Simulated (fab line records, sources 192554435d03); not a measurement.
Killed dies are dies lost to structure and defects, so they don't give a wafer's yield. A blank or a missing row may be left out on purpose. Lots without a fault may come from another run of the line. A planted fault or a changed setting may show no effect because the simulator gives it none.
fab line records | flow n5_finfet
record lots=6 wafers=18 last_day=17
route steps=1938 shown BEOL_M10@1497 PASSIVATION@1936
lots that met no fault: from a run of the same line without faults
start_h: hours from the record's first day to the start of the lot's first wafer shown | wait_h: hours since the lot's step before | " the same as in the row above | L1.1+2: a row that stands for several wafers | - no value, or no start given | * or withheld: withheld | < > ~ a bound
route shown NAME@n: a module of which the file shows steps, and the number in the route of the first | usual: mean/standard deviation of fault-free wafers | same: alike in all rows | chamber/n: place in a boat | sites: the reading at each site | _std_site: their standard deviation | _edge_site: outer sites' mean less inner sites' | radius_mm: how far each site lies from the wafer's centre | mask NAME#n: copy n | behind: the tool/chamber that last shaped the wafer | hold: why the lot was held/for how many hours/how that ended | device: the transistor (n, p or np) that didn't switch | end of line: the same wafers' tests at the end of the route | a step without rows: its recipe alone | killed: dies lost to structure and defects at the first sort, not the wafer's yield | map: a wafer's dies, x killed, . not, _ none there
set.NAME: the setting as run; set.NAME@STEP: as run at that earlier step | model.NAME: the simulator's own value behind a step, which no gauge read
lots at some steps of the route; a table a step, a row a wafer
services: from which hour (start_h, from the record's first day; less than 0 if before it) a tool's chamber was out of use, for how many hours, and why
## steps
# step N5_BEOL_M10_EBR_24
# recipe solvent=PGMEA ebr_width_mm=1.5
# step N5_BEOL_M10_SOFTBAKE_23
# recipe temp_c=110 time_s=60 resist=CAR-ArF
# step N5_BEOL_M10_EXPOSE_25
# recipe mask_id=V9 na=1.35 source_shape=annular sigma_inner=0.5 sigma_outer=0.8 polarization=unpolarized dose_mj=85.5
# step N5_BEOL_M10_PEB_26
# recipe peb_temp_c=withheld peb_time_s=60 resist=CAR-ArF
# step N5_BEOL_M10_DEVELOP_27
# recipe develop_time_s=30 developer=TMAH resist=CAR-ArF rinse_liquid=diw dry=air_spin dev_temp_c=23
# step N5_BEOL_M10_CD_MEAS_28
# recipe target_cd_nm=70 landing_energy_ev=500 detector=se_inlens polarity=opening
# usual cd_nm=69.2/1.2
# columns lot.wafer tool chamber start_h wait_h cd_nm
L480.1 cd_sem-03 0 293.51 - 70.8
L480.3 " 0 " " 69.4
L480.4 " 0 " " 68.5
L483.3 cd_sem-01 0 296.11 - 68.7
L483.4 " 0 " " 68.0
L483.5 " 0 " " 67.0
L490.1 cd_sem-01 0 322.85 - 69.0
L490.5 " 0 " " 68.0
L490.6 " 0 " " 70.6
L488.1 cd_sem-03 0 324.21 - 69.3
L488.4 " 0 " " 70.4
L488.5 " 0 " " 69.8
L489.1 cd_sem-01 0 324.41 - 69.8
L489.4 " 0 " " 70.2
L489.5 " 0 " " 70.9
L495.1 cd_sem-01 0 362.68 - 67.7
L495.3 " 0 " " 70.0
L495.6 " 0 " " 68.1
# step N5_BEOL_M10_OVL_MEAS_29
# recipe points_per_wafer=44
# usual V9_OVL=0.3/0.7
# columns lot.wafer tool chamber start_h wait_h V9_OVL[nm]
L480.1 overlay-01 0 293.54 0.0 0.2
L480.3 " 0 " " 1.0
L480.4 " 0 " " 0.6
L483.3 overlay-02 0 296.14 0.0 0.0
L483.4 " 0 " " 1.0
L483.5 " 0 " " 0.8
L490.1 overlay-02 0 322.88 0.0 -0.1
L490.5 " 0 " " -1.4
L490.6 " 0 " " -1.0
L488.1 overlay-01 0 324.24 0.0 -0.4
L488.4 " 0 " " 0.9
L488.5 " 0 " " 0.3
L489.1 overlay-01 0 324.44 0.0 0.3
L489.4 " 0 " " 0.6
L489.5 " 0 " " 0.4
L495.1 overlay-01 0 362.71 0.0 -0.4
L495.3 " 0 " " 0.4
L495.6 " 0 " " -0.5
# step N5_BEOL_M10_INSPECT_30
# recipe mode=adi inspect_instrument=brightfield
# usual raw_defect_count=421/79
# columns lot.wafer tool chamber start_h wait_h raw_defect_count
L480.1 defect_inspect-01 - 293.57 0.0 399
L480.3 " - " " 432
L480.4 " - " " 518
L483.3 defect_inspect-01 - 296.16 0.0 522
L483.4 " - " " 393
L483.5 " - " " 434
L490.1 defect_inspect-01 - 322.90 0.0 341
L490.5 " - " " 410
L490.6 " - " " 445
L488.1 defect_inspect-01 - 324.26 0.0 377
L488.4 " - " " 359
L488.5 " - " " 360
L489.1 defect_inspect-02 - 324.47 0.0 472
L489.4 " - " " 373
L489.5 " - " " 338
L495.1 defect_inspect-02 - 362.74 0.0 460
L495.3 " - " " 430
L495.6 " - " " 458
# step N5_BEOL_M10_DESCUM_33
# recipe chemistry=O2 time_s=7.9 source_power_w=50 bias_power_w=20 pressure_mtorr=20 rf_frequency_hz=2.712e+07 temp_c=40 resist=CAR-ArF o2_flow_sccm=225
# usual chamber_pressure_mTorr=19.998/0.018 drypump_motor_current_A=5.7/0.31 oes_product_au=0.78/0.087 rf_vpp_V=243.0/1.2 showerhead_plenum_p_Torr=2.08/0.062 throttle_valve_pct=20.35/0.24
# columns lot.wafer tool chamber start_h wait_h chamber_pressure_mTorr drypump_motor_current_A oes_product_au rf_hours_counter_h rf_vpp_V showerhead_plenum_p_Torr throttle_valve_pct
L480.1 rie_diel-05 0 293.60 0.0 20.002 5.4 0.72 227 245.2 2.14 20.82
L480.3 " 3 " " 19.983 6.5 0.93 31 243.8 2.24 20.34
L480.4 " 3 " " 19.994 6.5 0.92 - 245.7 2.24 20.34
L483.3 rie_diel-01 0 296.20 0.0 20.009 5.9 0.85 57 242.5 2.04 20.40
L483.4 " 0 " " 20.027 5.9 0.85 - 242.6 2.04 20.38
L483.5 " 2 " " 19.994 5.7 0.87 - 244.0 2.05 20.56
L490.1 rie_diel-03 3 322.94 0.0 19.988 5.7 0.75 168 241.9 1.97 19.88
L490.5 " 0 " " 20.005 5.9 0.71 - 244.0 2.16 20.32
L490.6 " 3 " " 19.995 5.6 0.76 - 239.9 1.97 19.93
L488.1 rie_diel-03 2 324.30 0.0 19.962 5.0 0.70 231 242.7 2.08 20.50
L488.4 " 0 " " 20.012 5.9 0.70 233 244.0 2.16 20.34
L488.5 " 3 " " 19.988 5.7 0.75 - 242.1 1.97 19.91
L489.1 rie_diel-01 3 324.50 0.0 19.985 5.6 0.93 11 241.5 2.06 20.50
L489.4 " 0 " " 20.012 5.9 0.83 - 243.2 2.04 20.40
L489.5 " 2 " " 20.025 5.7 0.85 - 242.1 2.04 20.59
L495.1 rie_diel-01 3 362.77 0.0 19.960 5.5 0.89 28 242.1 2.06 20.51
L495.3 " 2 " " 19.999 5.7 0.83 63 243.2 2.04 20.61
L495.6 " 2 " " 20.013 5.7 0.83 - 242.9 2.04 20.59
# step N5_BEOL_M10_ETCH_65
# recipe chemistry=CF4 target=SiARC target_depth_a=390 mask_material=CAR-ArF time_s=65 ion_energy_ev=80 pressure_mtorr=40 source_w=545 bias_w=36 Ar_flow_sccm=100 cf4_flow_sccm=100 ends=cleared
# usual bias_w=36.00/0.11 chamber_pressure_mTorr=40.00/0.038 drypump_motor_current_A=5.7/0.31 etch_rf_on_time_s=64.9/1.9 oes_product_au=0.67/0.076 rf_vpp_V=183.8/1.1 showerhead_plenum_p_Torr=2.13/0.058 throttle_valve_pct=15.56/0.19
# columns lot.wafer tool chamber start_h wait_h bias_w chamber_pressure_mTorr drypump_motor_current_A etch_rf_on_time_s oes_product_au rf_hours_counter_h rf_vpp_V showerhead_plenum_p_Torr throttle_valve_pct
L480.1 rie_diel-05 0 293.64 0.0 35.87 39.97 5.4 63.7 0.62 227 185.0 2.20 16.01
L480.3 " 3 " " 35.90 40.03 6.5 63.2 0.78 31 185.9 2.28 15.43
L480.4 " 3 " " 35.86 39.98 6.5 62.2 0.79 - 186.2 2.28 15.44
L483.3 rie_diel-01 0 296.23 0.0 35.93 40.03 5.9 64.8 0.72 57 183.0 2.09 15.49
L483.4 " 0 " " 35.76 40.00 5.9 64.9 0.72 - 183.8 2.09 15.47
L483.5 " 2 " " 36.05 39.97 5.7 61.6 0.76 - 184.9 2.09 15.64
L490.1 rie_diel-03 3 322.97 0.0 35.89 40.07 5.7 63.6 0.65 168 183.1 2.05 15.34
L490.5 " 0 " " 36.00 39.94 5.9 67.5 0.59 - 184.4 2.21 15.65
L490.6 " 3 " " 35.75 40.03 5.6 63.4 0.66 - 182.6 2.05 15.35
L488.1 rie_diel-03 2 324.33 0.0 35.83 40.06 5.0 66.4 0.60 231 183.5 2.12 15.61
L488.4 " 0 " " 35.94 40.00 5.9 66.3 0.60 233 185.1 2.21 15.64
L488.5 " 3 " " 35.95 40.05 5.6 63.3 0.65 - 182.1 2.05 15.34
L489.1 rie_diel-01 3 324.54 0.0 36.14 39.96 5.6 60.2 0.82 11 182.8 2.12 15.59
L489.4 " 0 " " 35.95 40.08 5.9 64.5 0.71 - 182.0 2.08 15.52
L489.5 " 2 " " 36.06 39.96 5.7 62.0 0.74 - 183.0 2.08 15.68
L495.1 rie_diel-01 3 362.81 0.0 36.09 39.95 5.6 62.4 0.78 28 184.0 2.11 15.63
L495.3 " 2 " " 36.11 39.96 5.7 63.2 0.72 63 185.8 2.08 15.70
L495.6 " 2 " " 35.97 40.05 5.7 62.7 0.72 - 182.3 2.08 15.70
# step N5_BEOL_M10_ETCH_66
# recipe chemistry=N2/H2 target=SOC target_depth_a=1200 overetch_a=240 mask_material=SiARC temp_c=40 time_s=180 ion_energy_ev=200 pressure_mtorr=30 source_w=840 bias_w=150 n2_flow_sccm=200 h2_flow_sccm=200
# usual bias_w=149.9/0.49 chamber_pressure_mTorr=30.00/0.032 drypump_motor_current_A=5.7/0.31 oes_product_au=0.63/0.066 rf_vpp_V=523.4/2.2 showerhead_plenum_p_Torr=2.53/0.063 throttle_valve_pct=17.78/0.21
# columns lot.wafer tool chamber start_h wait_h bias_w chamber_pressure_mTorr drypump_motor_current_A oes_product_au rf_hours_counter_h rf_vpp_V showerhead_plenum_p_Torr throttle_valve_pct
L480.1 rie_diel-05 0 293.69 0.0 149.6 30.00 5.4 0.58 227 525.4 2.62 18.34
L480.3 " 3 " " 149.4 29.98 6.5 0.73 31 527.8 2.69 17.54
L480.4 " 3 " " 149.9 30.06 6.5 0.73 - 529.5 2.69 17.53
L483.3 rie_diel-01 0 296.28 0.0 149.5 29.99 5.9 0.68 57 520.9 2.49 17.83
L483.4 " 0 " " 150.3 30.08 5.9 0.68 - 522.0 2.49 17.84
L483.5 " 2 " " 150.1 30.01 5.7 0.70 - 521.0 2.49 17.92
L490.1 rie_diel-03 3 323.02 0.0 151.3 30.06 5.6 0.60 168 520.8 2.44 17.59
L490.5 " 0 " " 150.8 29.89 5.9 0.58 - 526.8 2.61 17.74
L490.6 " 3 " " 151.6 30.02 5.7 0.61 - 521.9 2.44 17.59
L488.1 rie_diel-03 2 324.38 0.0 150.2 30.04 5.0 0.57 231 523.3 2.52 17.84
L488.4 " 0 " " 149.7 30.01 5.9 0.57 233 525.9 2.61 17.73
L488.5 " 3 " " 149.9 30.00 5.7 0.61 - 520.3 2.44 17.59
L489.1 rie_diel-01 3 324.59 0.0 150.3 30.02 5.6 0.75 11 524.1 2.50 17.82
L489.4 " 0 " " 149.4 29.97 5.9 0.67 - 521.5 2.49 17.88
L489.5 " 2 " " 149.7 29.99 5.7 0.68 - 520.9 2.48 17.96
L495.1 rie_diel-01 3 362.86 0.0 149.7 30.00 5.5 0.71 28 522.7 2.49 17.83
L495.3 " 2 " " 149.9 29.98 5.8 0.66 63 523.2 2.48 17.99
L495.6 " 2 " " 149.7 29.98 5.7 0.66 - 522.2 2.47 17.98
# step N5_BEOL_M10_STRIP_69
# recipe chemistry=N2/H2 temp_c=40 n2_flow_sccm=200 h2_flow_sccm=200 rf_frequency_hz=6e+07
# step N5_BEOL_M10_VIA_ETCH_34
# recipe chemistry=C4F6/O2 target=SiCOH_lowk target_depth_a=1845 mask_material=SOC taper_deg=4 time_s=69.2 ion_energy_ev=250 pressure_mtorr=30 source_w=345 bias_w=185 Ar_flow_sccm=300 C4F6_flow_sccm=10 O2_flow_sccm=10
# usual bias_w=184.9/0.46 chamber_pressure_mTorr=30.001/0.028 drypump_motor_current_A=5.7/0.31 oes_product_au=0.78/0.087 rf_vpp_V=663/15 showerhead_plenum_p_Torr=2.83/0.081 throttle_valve_pct=20.81/0.23
# columns lot.wafer tool chamber start_h wait_h bias_w chamber_pressure_mTorr drypump_motor_current_A oes_product_au rf_hours_counter_h rf_vpp_V showerhead_plenum_p_Torr throttle_valve_pct
L480.1 rie_diel-05 0 293.81 0.0 185.0 29.938 5.4 0.72 228 677 2.91 21.28
L480.3 " 3 " " 184.8 29.925 6.5 0.93 31 684 3.05 20.91
L480.4 " 3 " " 184.6 29.958 6.5 0.92 - 684 3.05 20.90
L483.3 rie_diel-01 0 296.41 0.0 185.3 29.982 5.9 0.84 57 654 2.78 20.88
L483.4 " 0 " " 185.6 29.975 5.9 0.84 - 654 2.78 20.85
L483.5 " 2 " " 184.5 30.008 5.7 0.88 - 653 2.77 20.93
L490.1 rie_diel-03 3 323.15 0.0 184.4 29.943 5.7 0.75 168 641 2.71 20.46
L490.5 " 0 " " 185.0 29.976 5.9 0.69 - 678 2.93 20.82
L490.6 " 3 " " 185.1 30.003 5.6 0.75 - 641 2.71 20.47
L488.1 rie_diel-03 2 324.50 0.0 184.7 29.949 5.0 0.68 231 665 2.81 20.81
L488.4 " 0 " " 184.1 29.982 5.9 0.70 233 676 2.93 20.81
L488.5 " 3 " " 184.8 29.987 5.7 0.75 - 641 2.71 20.45
L489.1 rie_diel-01 3 324.71 0.0 201.5 30.016 5.5 0.96 11 695 2.82 21.08
L489.4 " 0 " " 202.2 30.015 5.9 0.84 - 700 2.78 20.90
L489.5 " 2 " " 203.0 30.003 5.7 0.87 - 701 2.76 20.97
L495.1 rie_diel-01 3 362.98 0.0 202.2 30.026 5.6 0.92 28 695 2.81 21.09
L495.3 " 2 " " 202.5 29.999 5.7 0.85 63 701 2.76 20.99
L495.6 " 2 " " 202.4 30.049 5.8 0.85 - 701 2.76 20.99
# step N5_BEOL_M10_STRIP_73
# recipe chemistry=C4F6/O2 resist=SiARC rf_frequency_hz=6e+07
# step N5_PASSIVATION_PROBE_49
# usual defect_limited_yield=90.9/1.6 killed_at_M0_to_M3=34/11 killed_at_M4_up=14/5.7 killed_at_contacts=13/6.5 killed_at_front_end=43/11 killed_at_other=4/3.1 killed_dies=107/19 killed_open=71/14 killed_short=35/7.9 sort_bin_5_function=5.3/1.1 sort_bin_6_memory=3.4/0.74 sort_n_pass=1073/19 sort_yield_pct=90.9/1.6
# same gross_dies=1180 killed_at_back_side=0 sort_bin_4_leakage[%]=0 sort_bin_8_speed[%]=0
# columns lot.wafer tool chamber start_h wait_h defect_limited_yield[%] killed_at_M0_to_M3 killed_at_M4_up killed_at_contacts killed_at_front_end killed_at_other killed_dies killed_open killed_short sort_bin_5_function[%] sort_bin_6_memory[%] sort_n_pass sort_yield_pct[%]
L480.4 prober-01 - 345.81 0.2 89.2 30 17 26 50 5 128 95 32 7.3 3.3 1052 89.2
# killed by level:class
L480.4 FIN_SAQP:geometric_particle:open=23 MOL_CONTACT_COAG:geometric_particle:open=22 FIN_SAQP:geometric_particle:short=9 BEOL_M2:geometric_particle:open=7 BEOL_M0_SAQP:geometric_particle:open=6 BEOL_M1:geometric_particle:open=5 STI_FIN_REVEAL:geometric_particle:open=4 DUMMY_GATE:geometric_particle:open=4
## services
# columns tool chamber start_h hours kind
rie_diel-01 3 271.09 - clean
rie_diel-01 3 271.09 - consumable_replace:focus_ring
rie_diel-01 3 271.09 30.4 scheduled_down
rie_diel-01 3 271.09 30.4 vent_cycle
rie_diel-05 2 283.91 - clean
rie_diel-05 2 283.91 - consumable_replace:focus_ring
rie_diel-05 2 283.91 21.9 scheduled_down
rie_diel-05 2 283.91 21.9 vent_cycle
rie_diel-03 - 296.94 2.7 repair
rie_diel-03 - 300.72 0.3 repair
rie_diel-01 1 309.69 18.4 repair
rie_diel-05 1 326.19 19.6 repair
rie_diel-05 0 349.32 - clean
rie_diel-05 0 349.32 - consumable_replace:focus_ring
rie_diel-05 0 349.32 15.9 scheduled_down
rie_diel-05 0 349.32 15.9 vent_cycle
rie_diel-05 1 362.00 2.8 repair
## key
first_sign step=N5_BEOL_M10_VIA_ETCH_34 reading=bias_w direction=up sigmas=38 usual=* struck=*
effect step=N5_BEOL_M10_VIA_ETCH_34 reading=rf_vpp_V direction=up sigmas=2.4 usual=663 struck=699
met_at N5_BEOL_M10_VIA_ETCH_34
struck_wafers L489.1,L489.4,L489.5,L495.1,L495.3,L495.6
onset_between 296.41 324.71
fault kind=process_parameter_drift tool=rie_diel-01 chamber=- onset_h=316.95 steps=N5_BEOL_M10_VIA_ETCH_34 channel=bias_w offset=* shape=step end_h=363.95 acts_in=* stated=*
